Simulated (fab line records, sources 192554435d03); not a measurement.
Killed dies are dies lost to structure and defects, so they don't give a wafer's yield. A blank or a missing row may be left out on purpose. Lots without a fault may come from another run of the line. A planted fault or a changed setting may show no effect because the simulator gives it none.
One fault seen from 2 desks | flow n5_finfet | each desk has only its own numbers; what lay behind them comes last

THE METROLOGY DESK
What the gauges read, lot by lot, whatever tool the lot ran on: means of the sampled wafers that have a number. A lot is out of limits, marked OUT, if its mean lies more than 4 standard deviations from the usual mean; the brackets give that distance. Of its 11 readings 7 are shown: those that lie furthest out on some lot.
Columns: A = CHAIN_V0 at N5_BEOL_M4_RC_MEAS_101, usual 239 ohm/link; B = DIBL_N at N5_BEOL_M4_RC_MEAS_101, usual 35.9 mV/V; C = DIBL_P at N5_BEOL_M4_RC_MEAS_101, usual 35.6 mV/V; D = IOFF_N at N5_BEOL_M4_RC_MEAS_101, usual 0.149 nA/um; E = ION_N at N5_BEOL_M4_RC_MEAS_101, usual 671 uA/um; F = ION_P at N5_BEOL_M4_RC_MEAS_101, usual 460 uA/um; G = VT_N at N5_BEOL_M4_RC_MEAS_101, usual 251 mV
lot  | first seen here | A   | B    | C    | D     | E   | F   | G
L543 | day 7 22:20     | 231 | 35.7 | 35.3 | 0.145 | 669 | 459 | 253
L546 | day 9 00:58     | 237 | 33.6 | 34.2 | 0.123 | 667 | 457 | 253
L547 | day 9 07:43     | 228 | 35.5 | 33.2 | 0.133 | 670 | 458 | 252
L549 | day 9 13:25     | 233 | 36.4 | 35.4 | 0.152 | 673 | 467 | 250
L550 | day 9 17:02     | 243 | 36.2 | 38.5 | 0.165 | 687 | 475 | 249
L552 | day 10 14:43    | 240 | 37.8 | 38.6 | 0.195 | 686 | 466 | 246
L554 | day 10 17:42    | 230 | 36.3 | 35.8 | 0.152 | 669 | 455 | 249
L553 | day 10 20:29    | 240 | 35.9 | 34.7 | 0.147 | 662 | 463 | 251
L560 | day 12 13:02    | 221 | 35.7 | 35.2 | 0.124 | 664 | 456 | 254
L565 | day 13 15:45    | 252 | 35.1 | 34.4 | 0.141 | 675 | 459 | 251
This desk's finding: nothing out of limits on any of the 10 lots.

THE TOOL OWNER'S DESK: rie_diel-04
The tool's own readings at N5_BEOL_M1_ETCH_70 (etches SOC in N2/H2, target depth 80 nm, overetch 16 nm, time 120 s): means of the sampled wafers that have a number, for each lot that ran on this tool. A lot is out of limits, marked OUT, if its mean lies more than 4 standard deviations from the usual mean; the brackets give that distance.
Columns: A = drypump_motor_current_A at N5_BEOL_M1_ETCH_70, usual 5.7 A; B = oes_product_au at N5_BEOL_M1_ETCH_70, usual 0.58 a.u.; C = rf_vpp_V at N5_BEOL_M1_ETCH_70, usual 523.8 V; D = showerhead_plenum_p_Torr at N5_BEOL_M1_ETCH_70, usual 2.53 Torr; E = throttle_valve_pct at N5_BEOL_M1_ETCH_70, usual 17.91 %
lot  | first seen here | A   | B    | C     | D    | E
L549 | day 7 23:25     | 5.5 | 0.55 | 523.9 | 2.52 | 17.94
L554 | day 9 05:41     | 5.6 | 0.60 | 521.8 | 2.48 | 17.97
L553 | day 9 09:07     | 5.5 | 0.61 | 523.8 | 2.52 | 17.74
L560 | day 10 20:08    | 6.0 | 0.62 | 522.5 | 2.50 | 17.88
This desk's finding: nothing out of limits on any of the 4 lots.

PUT TOGETHER
The metrology desk saw nothing out of limits.
The tool owner's desk saw nothing out of limits.

WHAT THE SIMULATOR HAD PUT IN
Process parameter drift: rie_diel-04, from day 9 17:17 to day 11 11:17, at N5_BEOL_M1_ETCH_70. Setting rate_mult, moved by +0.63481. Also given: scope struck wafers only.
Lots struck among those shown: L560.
